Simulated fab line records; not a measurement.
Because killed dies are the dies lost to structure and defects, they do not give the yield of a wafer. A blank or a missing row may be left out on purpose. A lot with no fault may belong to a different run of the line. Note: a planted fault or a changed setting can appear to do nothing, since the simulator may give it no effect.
Matching of chambers ; flow nand-harc ; rie-diel-09 running NHARC_A_STAIRCASE_DESCUM_219: 4 sister chambers
The step chemistry O2, time 3 s. 18 wafers are shown with their chamber, then 9 later ones without.

== WAFERS, EACH WITH ITS CHAMBER ==
wafer;chamber;showerhead-plenum-p-Torr (Torr);oes-product-au (a.u.);rf-vpp-V (V)
L074.2;1;1.96;1.014;58.6
L074.3;3;2.00;1.012;58.3
L074.5;2;1.93;1.021;56.9
L076.1;0;1.80;0.987;57.6
L076.2;2;1.92;1.011;59.3
L076.4;3;2.00;1.007;59.4
L078.1;2;1.92;1.019;59.2
L078.3;3;2.00;0.994;58.8
L078.5;1;1.95;1.012;57.5
L082.1;2;1.92;1.024;58.7
L082.4;0;1.79;0.993;57.1
L082.5;1;1.95;1.000;57.9
L083.2;3;1.99;1.005;58.4
L083.3;0;1.79;0.981;58.3
L083.5;1;1.95;0.996;58.6
L093.4;1;1.94;1.005;58.4
L093.5;3;1.98;1.008;58.5
L093.6;0;1.78;0.991;57.0

SIGNATURES (averages over the wafers above)
reading;chamber 0;chamber 1;chamber 2;chamber 3;scatter within a chamber
showerhead-plenum-p-Torr;1.7900;1.9500;1.9225;1.9940;0.00754
oes-product-au;0.98800;1.00540;1.01875;1.00520;0.00652
rf-vpp-V;57.500;58.200;58.525;58.680;0.682
Rule: a wafer lies at a distance from a chamber equal to the root of the sum of squares, over the readings, of (its reading less the chamber's mean, divided by the reading's scatter). The wafer belongs to the nearest chamber; if the next one is less than 2 further off, it can't be placed. How the scatter is found: for the shown wafers, subtract from each reading the mean of its chamber, square and add these, divide the total by (wafers less chambers), then take the root.

== WAFERS WITHOUT THEIR CHAMBER ==
wafer;showerhead-plenum-p-Torr (Torr);oes-product-au (a.u.);rf-vpp-V (V)
L095.3;1.93;1.002;58.6
L095.4;1.98;0.999;57.1
L095.6;1.90;1.019;58.9
L095.1;1.78;1.007;58.5
L095.2;1.90;1.021;58.6
L095.5;1.93;1.004;58.0
L097.3;1.90;1.006;56.8
L097.5;1.98;1.004;57.9
L097.6;1.78;0.998;56.2

== WHICH CHAMBER EACH ONE RAN IN ==
wafer;from the rows above;in truth
L095.3;can't be placed: 2 or 1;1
L095.4;can't be placed: 3 or 1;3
L095.6;2;2
L095.1;0;0
L095.2;2;2
L095.5;can't be placed: 2 or 1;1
L097.3;2;2
L097.5;can't be placed: 3 or 1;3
L097.6;0;0
Placed correctly: 5 of 9. From these rows, 4 cannot be placed; in 4 the true chamber is one of the candidates. Placed wrongly: 0.
